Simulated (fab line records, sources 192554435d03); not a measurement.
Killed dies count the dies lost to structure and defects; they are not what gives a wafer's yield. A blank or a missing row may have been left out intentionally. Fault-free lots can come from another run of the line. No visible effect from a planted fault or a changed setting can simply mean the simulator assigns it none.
Split-lot study :: flow n5 finfet :: 39 wafers read across 7 lots, on a route 1938 steps long

## THE SPLIT
At N5_BEOL_M8_DEVELOP_10 (develop time 30 s), the setting develop time s was moved away from the recipe's 30 s on 12 of the 39 wafers read, by -59.3% to +31.0%. For the rest of the wafers, this setting stayed at what the recipe calls for.

No step appears in the file between the split and the reading.

## THE READING
cd nm (nm) at N5_BEOL_M8_CD_MEAS_11, where the cd target is 38.5 nm. Typical for fault-free wafers on this fab line: 38.4 nm, with standard deviation 0.5 nm.

wafer: L075.1
tool, chamber at the split: litho track-02, 0
develop time s as run, s: 39.3
against the recipe: +31.0%
cd nm, nm: 39.6
against lot-mates on the recipe: +0.6

wafer: L075.2
tool, chamber at the split: litho track-02, 0
develop time s as run, s: 30
against the recipe: recipe
cd nm, nm: 39.1
against lot-mates on the recipe: -

wafer: L075.3
tool, chamber at the split: litho track-02, 0
develop time s as run, s: 39.3
against the recipe: +31.0%
cd nm, nm: 39.2
against lot-mates on the recipe: +0.2

wafer: L075.4
tool, chamber at the split: litho track-02, 0
develop time s as run, s: 30
against the recipe: recipe
cd nm, nm: 39.3
against lot-mates on the recipe: -

wafer: L075.5
tool, chamber at the split: litho track-02, 0
develop time s as run, s: 30
against the recipe: recipe
cd nm, nm: 38.5
against lot-mates on the recipe: -

wafer: L075.6
tool, chamber at the split: litho track-02, 0
develop time s as run, s: 39.3
against the recipe: +31.0%
cd nm, nm: 40.0
against lot-mates on the recipe: +1.0

wafer: L079.1
tool, chamber at the split: litho track-02, 0
develop time s as run, s: 23.63
against the recipe: -21.2%
cd nm, nm: 38.0
against lot-mates on the recipe: -0.6

wafer: L079.2
tool, chamber at the split: litho track-02, 0
develop time s as run, s: 30
against the recipe: recipe
cd nm, nm: 38.5
against lot-mates on the recipe: -

wafer: L079.3
tool, chamber at the split: litho track-02, 0
develop time s as run, s: 23.63
against the recipe: -21.2%
cd nm, nm: 37.8
against lot-mates on the recipe: -0.8

wafer: L079.4
tool, chamber at the split: litho track-02, 0
develop time s as run, s: 30
against the recipe: recipe
cd nm, nm: 39.4
against lot-mates on the recipe: -

wafer: L079.5
tool, chamber at the split: litho track-02, 0
develop time s as run, s: 30
against the recipe: recipe
cd nm, nm: 37.9
against lot-mates on the recipe: -

wafer: L079.6
tool, chamber at the split: litho track-02, 0
develop time s as run, s: 23.63
against the recipe: -21.2%
cd nm, nm: 37.6
against lot-mates on the recipe: -1.0

wafer: L083.1
tool, chamber at the split: litho track-05, 0
develop time s as run, s: 12.21
against the recipe: -59.3%
cd nm, nm: 35.4
against lot-mates on the recipe: -3.0

wafer: L083.2
tool, chamber at the split: litho track-05, 0
develop time s as run, s: 12.21
against the recipe: -59.3%
cd nm, nm: 34.9
against lot-mates on the recipe: -3.5

wafer: L083.3
tool, chamber at the split: litho track-05, 0
develop time s as run, s: 30
against the recipe: recipe
cd nm, nm: 38.4
against lot-mates on the recipe: -

wafer: L083.4
tool, chamber at the split: litho track-05, 0
develop time s as run, s: 12.21
against the recipe: -59.3%
cd nm, nm: 35.1
against lot-mates on the recipe: -3.3

wafer: L083.5
tool, chamber at the split: litho track-05, 0
develop time s as run, s: 30
against the recipe: recipe
cd nm, nm: 38.1
against lot-mates on the recipe: -

wafer: L083.6
tool, chamber at the split: litho track-05, 0
develop time s as run, s: 30
against the recipe: recipe
cd nm, nm: 38.6
against lot-mates on the recipe: -

wafer: L087.1
tool, chamber at the split: litho track-05, 0
develop time s as run, s: 30
against the recipe: recipe
cd nm, nm: 38.7
against lot-mates on the recipe: -

wafer: L087.2
tool, chamber at the split: litho track-05, 0
develop time s as run, s: 30
against the recipe: recipe
cd nm, nm: 39.3
against lot-mates on the recipe: -

wafer: L087.6
tool, chamber at the split: litho track-05, 0
develop time s as run, s: 30
against the recipe: recipe
cd nm, nm: 38.8
against lot-mates on the recipe: -

wafer: L089.1
tool, chamber at the split: litho track-01, 0
develop time s as run, s: 30
against the recipe: recipe
cd nm, nm: 37.5
against lot-mates on the recipe: -

wafer: L089.2
tool, chamber at the split: litho track-01, 0
develop time s as run, s: 30
against the recipe: recipe
cd nm, nm: 37.8
against lot-mates on the recipe: -

wafer: L089.3
tool, chamber at the split: litho track-01, 0
develop time s as run, s: 30
against the recipe: recipe
cd nm, nm: 37.8
against lot-mates on the recipe: -

wafer: L089.4
tool, chamber at the split: litho track-01, 0
develop time s as run, s: 30
against the recipe: recipe
cd nm, nm: 38.4
against lot-mates on the recipe: -

wafer: L089.5
tool, chamber at the split: litho track-01, 0
develop time s as run, s: 30
against the recipe: recipe
cd nm, nm: 38.9
against lot-mates on the recipe: -

wafer: L089.6
tool, chamber at the split: litho track-01, 0
develop time s as run, s: 30
against the recipe: recipe
cd nm, nm: 38.3
against lot-mates on the recipe: -

wafer: L096.1
tool, chamber at the split: litho track-05, 0
develop time s as run, s: 30
against the recipe: recipe
cd nm, nm: 38.2
against lot-mates on the recipe: -

wafer: L096.2
tool, chamber at the split: litho track-05, 0
develop time s as run, s: 24.37
against the recipe: -18.8%
cd nm, nm: 37.1
against lot-mates on the recipe: -1.1

wafer: L096.3
tool, chamber at the split: litho track-05, 0
develop time s as run, s: 30
against the recipe: recipe
cd nm, nm: 38.1
against lot-mates on the recipe: -

wafer: L096.4
tool, chamber at the split: litho track-05, 0
develop time s as run, s: 24.37
against the recipe: -18.8%
cd nm, nm: 36.9
against lot-mates on the recipe: -1.3

wafer: L096.5
tool, chamber at the split: litho track-05, 0
develop time s as run, s: 30
against the recipe: recipe
cd nm, nm: 38.4
against lot-mates on the recipe: -

wafer: L096.6
tool, chamber at the split: litho track-05, 0
develop time s as run, s: 24.37
against the recipe: -18.8%
cd nm, nm: 37.4
against lot-mates on the recipe: -0.8

wafer: L097.1
tool, chamber at the split: litho track-05, 0
develop time s as run, s: 30
against the recipe: recipe
cd nm, nm: 38.5
against lot-mates on the recipe: -

wafer: L097.2
tool, chamber at the split: litho track-05, 0
develop time s as run, s: 30
against the recipe: recipe
cd nm, nm: 39.0
against lot-mates on the recipe: -

wafer: L097.3
tool, chamber at the split: litho track-05, 0
develop time s as run, s: 30
against the recipe: recipe
cd nm, nm: 38.6
against lot-mates on the recipe: -

wafer: L097.4
tool, chamber at the split: litho track-05, 0
develop time s as run, s: 30
against the recipe: recipe
cd nm, nm: 38.2
against lot-mates on the recipe: -

wafer: L097.5
tool, chamber at the split: litho track-05, 0
develop time s as run, s: 30
against the recipe: recipe
cd nm, nm: 38.7
against lot-mates on the recipe: -

wafer: L097.6
tool, chamber at the split: litho track-05, 0
develop time s as run, s: 30
against the recipe: recipe
cd nm, nm: 38.1
against lot-mates on the recipe: -

THE FIT
A straight line over all 39 wafers: cd nm changes by +0.051 nm for each +1% of develop time s; r = +0.90; the points scatter about the line by 0.48 nm.
The same after taking each lot's own level away (the mean of its wafers on the recipe; 39 wafers): +0.0458 nm for each +1%; r = +0.90; scatter 0.43 nm.
The reading moves by 2.7 nm for the largest change in develop time s, on that fit.
The span of the lots' own levels, 38.12 to 38.97 nm, comes to 1.7 times the standard deviation stated above.
Hence the slope depends on the lot-to-lot level, as the two fits are not the same.
Check: -2.78 nm against its lot-mates is what the line predicts for one of the wafers moved furthest among these (-59.3%) when that wafer is left out of the fit. Against them it came out at -2.97 nm.

## FURTHER SPLITS ON THESE WAFERS
Note: prior to the reading, these wafers also went through further splits. Each is held against what the fit with the lots' levels taken away leaves over:
other split on the same wafers: N5_PMOS_HMC_CHANNEL_EPI_ETCH_38 target depth a
wafers away from the commonest value: 12
r with cd nm (lot level and that fit taken away): -0.01

other split on the same wafers: N5_BEOL_M0_SAQP_PECVD_00 time s
wafers away from the commonest value: 9
r with cd nm (lot level and that fit taken away): +0.28

other split on the same wafers: N5_BEOL_M1_DEP_57 time s
wafers away from the commonest value: 18
r with cd nm (lot level and that fit taken away): -0.32

other split on the same wafers: N5_BEOL_M6_PECVD_70 time s
wafers away from the commonest value: 15
r with cd nm (lot level and that fit taken away): +0.09

## THE WHOLE CHAIN: every reading that the file lists as answering this split, in the file's order
step: N5_BEOL_M8_CD_MEAS_11
what it does: target cd 38.5 nm
reading: cd nm
change (the file's fit): +0.0469 nm for each +1% of the setting
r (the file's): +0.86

step: N5_BEOL_M8_ETCH_61
what it does: etches SiARC in CF4, target depth 45.5 nm, time 75.8 s
reading: BEOL_M8.cd offset nm (the simulator's own value, which no gauge read)
change (the file's fit): +0.043 nm for each +1% of the setting
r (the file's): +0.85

## THE FILE'S OWN FIT
cd nm changes by +0.0469 nm for each +1% of develop time s, r = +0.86.
